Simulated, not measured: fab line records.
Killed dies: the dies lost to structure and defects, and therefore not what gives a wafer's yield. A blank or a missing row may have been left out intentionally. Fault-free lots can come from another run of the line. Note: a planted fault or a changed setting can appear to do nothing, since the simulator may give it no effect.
Which of the tools did it?    flow nandHarc    38 wafers from 13 lots sampled at 4 of the route's 1302 steps

## WHAT THE GAUGES READ, wafer by wafer
NHARC_A_START_INSPECT_01.
lot   measured      on                rawDefectCount
L665  day 7 09:01   defectInspect-02  2 4 5
L664  day 7 10:34   defectInspect-01  2 8 6
L667  day 8 02:49   defectInspect-02  3 1 1
L669  day 9 05:43   defectInspect-01  3 1 2
L670  day 9 07:52   defectInspect-02  2 5 3
L671  day 9 13:31   defectInspect-02  2 6 1
L672  day 10 03:20  defectInspect-01  5 5 3
L675  day 11 08:14  defectInspect-02  1 7
L677  day 12 02:23  defectInspect-02  8 3 0
L682  day 14 07:12  defectInspect-01  3 4 1
L685  day 15 09:22  defectInspect-02  2 6 4
L686  day 15 23:14  defectInspect-02  2 2 5
L687  day 16 14:03  defectInspect-02  6 4 2

NHARC_A_ONON_D1_THK_MEAS_30: measures by ellipsometry.
lot   measured      on            thkNm (nm)
L665  day 8 20:58   filmMetro-01  997 997 998
L664  day 8 20:58   filmMetro-02  986 986 986
L667  day 9 13:32   filmMetro-01  980 979 981
L669  day 10 18:28  filmMetro-02  998 997 998
L670  day 10 18:28  filmMetro-01  1000 1001 1001
L671  day 11 04:16  filmMetro-01  995 993 993
L672  day 11 15:12  filmMetro-01  994 995 995
L675  day 12 21:03  filmMetro-01  1011 838
L677  day 13 13:01  filmMetro-02  1014 1014 847
L682  day 15 19:01  filmMetro-02  1010 1010 1011
L685  day 17 03:54  filmMetro-01  995 996 996
L686  day 17 17:33  filmMetro-01  1017 1018 1017
L687  day 18 05:10  filmMetro-01  1013 1012 1013

NHARC_A_CHANNEL_HOLE_D1_CD_MEAS_10: the cd target is 100 nm.
lot   measured      on        cdNm (nm)
L665  day 9 03:26   cdSem-01  99.9 99.2 100.5
L664  day 9 01:38   cdSem-03  100.1 99.6 100.4
L667  day 9 17:46   cdSem-03  99.5 99.5 100.0
L669  day 10 22:45  cdSem-01  100.2 99.4 100.1
L670  day 10 21:42  cdSem-03  99.9 99.9 100.0
L671  day 11 10:23  cdSem-02  99.7 99.5 98.8
L672  day 11 20:02  cdSem-02  100.2 99.9 99.9
L675  day 13 04:14  cdSem-03  99.7 99.8
L677  day 13 16:16  cdSem-01  100.2 100.0 99.5
L682  day 15 22:13  cdSem-02  100.2 99.3 100.8
L685  day 17 07:10  cdSem-03  99.7 99.8 99.5
L686  day 17 23:17  cdSem-01  100.1 100.1 100.3
L687  day 18 13:09  cdSem-03  99.6 99.5 99.7

## EACH LOT AND THE TOOL THAT RAN IT (in order: tool; ch and the chambers of the sampled wafers; start)
lot   NHARC_A_ONON_D1_DEP_28
L665  pecvdOnon-03 ch 0, day 8 20:27
L664  pecvdOnon-01 ch 0, day 8 20:27
L667  pecvdOnon-03 ch 0, day 9 13:01
L669  pecvdOnon-01 ch 0, day 10 18:05
L670  pecvdOnon-02 ch 0, day 10 18:08
L671  pecvdOnon-03 ch 0, day 11 03:45
L672  pecvdOnon-01 ch 0, day 11 14:45
L675  pecvdOnon-03 ch 0, day 12 20:37
L677  pecvdOnon-03 ch 0, day 13 12:29
L682  pecvdOnon-02 ch 0, day 15 18:34
L685  pecvdOnon-03 ch 0, day 17 03:23
L686  pecvdOnon-02 ch 0, day 17 17:02
L687  pecvdOnon-01 ch 0, day 18 04:43
- NHARC_A_ONON_D1_DEP_28: target thk 1000 nm.

## AS READ BY THE TOOLS THEMSELVES (means over the sampled wafers that have a number; for cases with no such wafer, the mark the record gives instead)
NHARC_A_ONON_D1_DEP_28.
lot   tool          sih4FlowSccm (sccm)
L665  pecvdOnon-03  210.1
L664  pecvdOnon-01  210.3
L667  pecvdOnon-03  210.0
L669  pecvdOnon-01  210.5
L670  pecvdOnon-02  210.4
L671  pecvdOnon-03  210.1
L672  pecvdOnon-01  209.9
L675  pecvdOnon-03  210.4
L677  pecvdOnon-03  210.3
L682  pecvdOnon-02  211.5
L685  pecvdOnon-03  210.3
L686  pecvdOnon-02  209.6
L687  pecvdOnon-01  209.3

## THE ANSWER, worked out from the rows above alone
Rule: the lots themselves supply what counts as usual. The widest of any qualifying gaps counts: lots, ordered by their means at a reading, are off when they make up no more than a third of the lots, leave a main group of 4 or more, and stand apart from it by 3 or more times the standard deviation of that group's means. The tables above print the reading to a certain number of digits; a main group whose means all agree to those digits is not used. A lot without any number at a reading at which 4 lots or more have one is off too. Any other lot the step has rows for is counted as sound. Order of review: gauges by route order, followed by the tools' own readings, for which a lot's mean as printed above is used. The first step at which some lot is off is used, and at that step the reading that is off furthest; a lot without a number counts as furthest.
None of the lots is off at any reading shown; this tells nothing.

## WHAT THE SIMULATOR PUT IN
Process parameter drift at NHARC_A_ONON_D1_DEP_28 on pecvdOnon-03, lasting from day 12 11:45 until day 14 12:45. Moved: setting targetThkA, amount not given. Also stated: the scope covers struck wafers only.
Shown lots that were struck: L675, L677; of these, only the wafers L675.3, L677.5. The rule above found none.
